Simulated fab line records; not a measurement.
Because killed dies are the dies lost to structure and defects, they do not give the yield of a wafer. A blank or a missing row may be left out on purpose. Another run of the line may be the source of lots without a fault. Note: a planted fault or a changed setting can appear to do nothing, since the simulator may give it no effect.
Code-filled problem report in 8D (eight disciplines) form -- flow n5_finfet -- the parts of the form that need people (team, actions taken, sign-off) are left out

1. THE ISSUE
At N5_HKMG_FIN_CD_MEAS_12, cd_nm averages 98.4 nm over 6 wafers from 2 lots, while fault-free wafers read 93.0 nm, standard deviation 0.57. That is +9.4 standard deviations from the usual mean.
The step: target cd 92.8 nm.
The first sign was on wafer L738.1 at day 7 15:22, on cd_sem-01. The record has a number at this step for 27 wafers belonging to 9 lots. Rule for "out" (also "out of limits"): further than 4 standard deviations from the usual mean. The other wafers with a number count as sound.

2. WHAT IT IS, AND WHAT IT ISN'T
question,is,is not
which readings at this step,cd_nm,-
which lots,"L738, L744","L724, L726, L728, L735, L737, L742, L747"
which wafers of those lots,all that have a number,-
read on which gauges,cd_sem-01,"cd_sem-02, cd_sem-03"
when,from day 7 15:22,"up to then (15 sound wafers); but 6 sound wafers of L742, L747 came after"

3. THE SUSPECTS, EACH WITH WHAT RULES IT OUT
Counting: a tool stays on the suspect list if, at a process step up to the reading, it processed all lots that are out and no sound lot following the first of them.
- the gauge at N5_HKMG_FIN_CD_MEAS_12 is ruled out. All the wafers that are out were read on cd_sem-01, but those of them that N5_HKMG_FIN_EXPOSE_09 has rows for are out there too, on other tools.
- ald_metal-04 at N5_HKMG_FIN_ALD_79 (deposits TiN, target thk 1.5 nm, pulse time 1 s, purge time 3 s): ruled out as a lasting fault. The sound lots L747 went through it after L738, its earliest lot that is out (day 7 13:34).
- arfi_scanner-01 at N5_HKMG_FIN_EXPOSE_09 (exposes mask NWFM): kept. It ran every lot that is out, first L738 (day 7 15:14), and no sound lot after that; its last sound lot up to then is L737 (day 7 08:40). Its own exposure_dose_mJ_cm2 readings are out on those wafers.
Left after counting: arfi_scanner-01 at N5_HKMG_FIN_EXPOSE_09.

4. THE CAUSE (what the simulator had put in)
Process parameter drift: arfi_scanner-01, from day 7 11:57 on, at N5_HKMG_FIN_EXPOSE_09. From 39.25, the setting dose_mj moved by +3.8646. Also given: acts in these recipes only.
This tool alone remained once counting was done.

5. THE CHAIN OF EFFECTS, in route order
Each row: a reading where the mean over the struck wafers with a number is more than 3 standard deviations away from the usual. Only readings for which the record gives a usual standard deviation are gone through. hours: the time from each lot's start at the first step in this table that gives one to its start at this step, as a median over the lots. sigmas: the change in usual standard deviations.
hours,step,reading,usual,on struck wafers,change,sigmas
0,N5_HKMG_FIN_EXPOSE_09,exposure_dose_mJ_cm2,39.22,42.72,+3.50,+78
0,N5_HKMG_FIN_CD_MEAS_12,cd_nm,93.0 nm,98.4,+5.4,+9.4
Process steps it contains:
- N5_HKMG_FIN_EXPOSE_09: exposes mask NWFM.
Later steps that measure or inspect, where all struck wafers having a row at the step show a number for every such reading and not one has moved that far: N5_BEOL_M4_RC_MEAS_101.

6. HOW IT WOULD HAVE BEEN CAUGHT EARLIER
In this record the first reading out of limits at a measuring or inspecting step was taken at day 7 15:22, 3 hours after the fault began at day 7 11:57.
Tool's own readings at N5_HKMG_FIN_EXPOSE_09, exposure_dose_mJ_cm2: out on all struck wafers the step has rows for; an alarm limit on them would have tripped on the first.
L744, from the lots that are out (2), started N5_HKMG_FIN_EXPOSE_09 on arfi_scanner-01 later than day 7 15:22. A tool hold placed at that time would have kept it from harm.
